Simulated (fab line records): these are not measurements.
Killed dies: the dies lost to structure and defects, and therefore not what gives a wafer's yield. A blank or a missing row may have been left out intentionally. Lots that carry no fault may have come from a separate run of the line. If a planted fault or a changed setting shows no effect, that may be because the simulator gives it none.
3 desks, one fault	flow n5Finfet	each desk has only its own numbers; what lay behind them comes last

TOOL OWNER'S DESK, rieDiel-01
The tool's own readings at N5_HKMG_FIN_ETCH_35 (etches SOC in N2/H2, target depth 215.8 nm, time 243.4 s): means of the sampled wafers that have a number, for each lot that ran on this tool. A lot is out of limits, marked OUT, if its mean lies more than 4 standard deviations from the usual mean; the brackets give that distance.
Columns: A = biasW at N5_HKMG_FIN_ETCH_35, usual 5.000 W; B = drypumpMotorCurrentA at N5_HKMG_FIN_ETCH_35, usual 5.8 A; C = oesProductAu at N5_HKMG_FIN_ETCH_35, usual 0.81 a.u.; D = rfVppV at N5_HKMG_FIN_ETCH_35, usual 141.8 V; E = showerheadPlenumPTorr at N5_HKMG_FIN_ETCH_35, usual 2.55 Torr; F = throttleValvePct at N5_HKMG_FIN_ETCH_35, usual 17.9 %
lot	first seen here	A	B	C	D	E	F
L126	day 4 09:52	5.002	5.9	0.75	142.1	2.53	17.6
L129	day 5 08:06	4.992	5.7	0.83	142.2	2.53	17.8
L131	day 5 17:22	5.006	6.0	0.76	140.8	2.50	17.9
L137	day 7 01:58	5.303 (+20) OUT	5.9	0.74	146.6 (+5.0) OUT	2.65	18.1
L138	day 7 03:43	5.127 (+8.5) OUT	5.7	0.82	145.2	2.58	18.2
Finding of this desk: L137, L138 out of limits; the first was L137 at day 7 01:58, on biasW at N5_HKMG_FIN_ETCH_35. Within limits: L126, L129, L131.

THE DEFECT DESK
For each lot, the counts of the inspections along the route, averaged over the sampled wafers that have a number. A lot is out of limits, marked OUT, if its mean lies more than 4 standard deviations from the usual mean; the brackets give that distance.
Columns: A = rawDefectCount at N5_DUMMY_REMOVAL_INSPECT_06, usual 12
lot	first seen here	A
L126	day 4 04:35	10
L129	day 5 02:57	19
L131	day 5 12:10	8
L133	day 5 18:57	15
L137	day 6 20:04	7
L138	day 6 22:44	10
L143	day 8 06:37	27
L145	day 8 21:01	9
L147	day 9 06:34	18
L148	day 9 13:01	12
This desk's finding: nothing out of limits on any of the 10 lots.

FROM THE METROLOGY DESK
What the gauges read for every lot (on any tool): the sampled wafers with a number, averaged. A lot is out of limits, marked OUT, if its mean lies more than 4 standard deviations from the usual mean; the brackets give that distance. Readings shown: 7 of its 10, picked as those furthest out on some lot.
Columns: A = DIBL_P at N5_BEOL_M4_RC_MEAS_101, usual 36.3 mV/V; B = IOFF_N at N5_BEOL_M4_RC_MEAS_101, usual 0.157 nA/um; C = ION_N at N5_BEOL_M4_RC_MEAS_101, usual 675 uA/um; D = ION_P at N5_BEOL_M4_RC_MEAS_101, usual 465 uA/um; E = SS_P at N5_BEOL_M4_RC_MEAS_101, usual 73.3 mV/dec; F = VT_N at N5_BEOL_M4_RC_MEAS_101, usual 249.8 mV; G = VT_P at N5_BEOL_M4_RC_MEAS_101, usual -249 mV
lot	first seen here	A	B	C	D	E	F	G
L126	day 8 02:21	37.4	0.152	673	463	72.8	249.3	-251
L129	day 9 23:38	35.7	0.153	680	467	73.3	250.7	-250
L131	day 10 15:31	37.3	0.168	677	469	73.0	248.2	-251
L133	day 10 18:29	35.5	0.151	671	459	72.5	248.6	-250
L137	day 12 00:27	36.2	0.153	665	451	73.3	250.3	-254
L138	day 12 05:44	36.5	0.173	678	468	73.3	248.4	-246
L143	day 13 11:38	34.4	0.143	679	470	73.5	251.6	-248
L145	day 13 12:34	35.8	0.123	657	459	73.0	254.5	-251
L148	day 13 19:12	36.9	0.166	672	469	73.7	247.6	-246
L147	day 14 03:20	36.2	0.171	688	476	74.0	250.0	-248
This desk's finding: nothing out of limits on any of the 10 lots.

PUT TOGETHER
At day 7 01:58, on L137, L138, the tool owner's desk was in a position to raise an alarm.
Nothing out of limits was seen by the defect desk.
From the metrology desk's view, nothing was out of limits.
The defect desk has L137, L138 on record, within its limits.
The metrology desk holds a record of L137, L138, inside its limits.
All the named lots went through N5_HKMG_FIN_ETCH_35 on rieDiel-01.

WHAT THE SIMULATOR HAD PUT IN
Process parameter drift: rieDiel-01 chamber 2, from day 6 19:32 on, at N5_HKMG_FIN_ETCH_35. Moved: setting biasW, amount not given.
Shown lots that were struck: L137, L138.
Delay in hours, fault start to first out-of-limits reading, by desk: the tool owner's desk at 6.
